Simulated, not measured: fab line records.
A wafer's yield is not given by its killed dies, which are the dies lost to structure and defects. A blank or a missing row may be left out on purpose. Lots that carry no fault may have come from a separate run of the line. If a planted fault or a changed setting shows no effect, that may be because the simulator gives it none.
Chamber matching / flow n5 finfet / rie diel-02 running N5_BEOL_M1_STRIP_66: 4 sister chambers
The step strips in CF4. 14 wafers are shown with their chamber, then 7 later ones without.

EACH WAFER AND ITS CHAMBER
wafer=L075.3; chamber=0; showerhead plenum p Torr (Torr)=1.73; drypump motor current A (A)=5.3; rf vpp V (V)=269.5
wafer=L075.4; chamber=2; showerhead plenum p Torr (Torr)=1.84; drypump motor current A (A)=5.7; rf vpp V (V)=273.3
wafer=L075.6; chamber=1; showerhead plenum p Torr (Torr)=1.83; drypump motor current A (A)=5.8; rf vpp V (V)=272.8
wafer=L080.1; chamber=2; showerhead plenum p Torr (Torr)=1.84; drypump motor current A (A)=5.7; rf vpp V (V)=271.5
wafer=L080.4; chamber=1; showerhead plenum p Torr (Torr)=1.83; drypump motor current A (A)=5.8; rf vpp V (V)=271.5
wafer=L080.5; chamber=0; showerhead plenum p Torr (Torr)=1.73; drypump motor current A (A)=5.3; rf vpp V (V)=269.1
wafer=L082.1; chamber=1; showerhead plenum p Torr (Torr)=1.83; drypump motor current A (A)=5.9; rf vpp V (V)=272.4
wafer=L082.4; chamber=2; showerhead plenum p Torr (Torr)=1.83; drypump motor current A (A)=5.7; rf vpp V (V)=272.3
wafer=L082.5; chamber=1; showerhead plenum p Torr (Torr)=1.83; drypump motor current A (A)=5.9; rf vpp V (V)=273.3
wafer=L084.2; chamber=3; showerhead plenum p Torr (Torr)=1.76; drypump motor current A (A)=5.5; rf vpp V (V)=269.3
wafer=L084.5; chamber=2; showerhead plenum p Torr (Torr)=1.83; drypump motor current A (A)=5.7; rf vpp V (V)=272.4
wafer=L084.6; chamber=3; showerhead plenum p Torr (Torr)=1.76; drypump motor current A (A)=5.5; rf vpp V (V)=270.9
wafer=L091.1; chamber=2; showerhead plenum p Torr (Torr)=1.83; drypump motor current A (A)=5.7; rf vpp V (V)=270.8
wafer=L091.4; chamber=3; showerhead plenum p Torr (Torr)=1.76; drypump motor current A (A)=5.5; rf vpp V (V)=271.7

SIGNATURES (means of the wafers above)
reading=showerhead plenum p Torr; chamber 0=1.7300; chamber 1=1.8300; chamber 2=1.8340; chamber 3=1.7600; scatter within a chamber=0.00346
reading=drypump motor current A; chamber 0=5.300; chamber 1=5.850; chamber 2=5.700; chamber 3=5.500; scatter within a chamber=0.0316
reading=rf vpp V; chamber 0=269.300; chamber 1=272.500; chamber 2=272.060; chamber 3=270.633; scatter within a chamber=0.918
Rule: a wafer's distance from a chamber is the root of the sum, over the readings, of the square of ((its reading less the chamber's mean) divided by the reading's scatter). If the next closest chamber is less than 2 further off than the closest, the wafer can't be placed; otherwise it belongs to the closest. The scatter: the root of (the sum of the squares of (reading less its chamber's mean) over the shown wafers, divided by (wafers less chambers)).

WAFERS WITH NO CHAMBER GIVEN
wafer=L091.5; showerhead plenum p Torr (Torr)=1.73; drypump motor current A (A)=5.3; rf vpp V (V)=269.4
wafer=L095.4; showerhead plenum p Torr (Torr)=1.73; drypump motor current A (A)=5.3; rf vpp V (V)=267.9
wafer=L095.5; showerhead plenum p Torr (Torr)=1.75; drypump motor current A (A)=5.5; rf vpp V (V)=270.9
wafer=L095.6; showerhead plenum p Torr (Torr)=1.83; drypump motor current A (A)=5.7; rf vpp V (V)=271.6
wafer=L096.1; showerhead plenum p Torr (Torr)=1.83; drypump motor current A (A)=5.8; rf vpp V (V)=272.0
wafer=L096.3; showerhead plenum p Torr (Torr)=1.83; drypump motor current A (A)=5.6; rf vpp V (V)=273.1
wafer=L096.5; showerhead plenum p Torr (Torr)=1.73; drypump motor current A (A)=5.3; rf vpp V (V)=270.0

THE CHAMBER EACH PASSED THROUGH
wafer=L091.5; from the rows above=0; in truth=0
wafer=L095.4; from the rows above=0; in truth=0
wafer=L095.5; from the rows above=3; in truth=3
wafer=L095.6; from the rows above=2; in truth=2
wafer=L096.1; from the rows above=can't be placed: 1 or 2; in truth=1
wafer=L096.3; from the rows above=2; in truth=2
wafer=L096.5; from the rows above=0; in truth=0
Correct placement for 6 of the 7. Cannot be placed on the basis of these rows: 1; the candidates contain the true chamber in 1. Placed wrongly: 0.
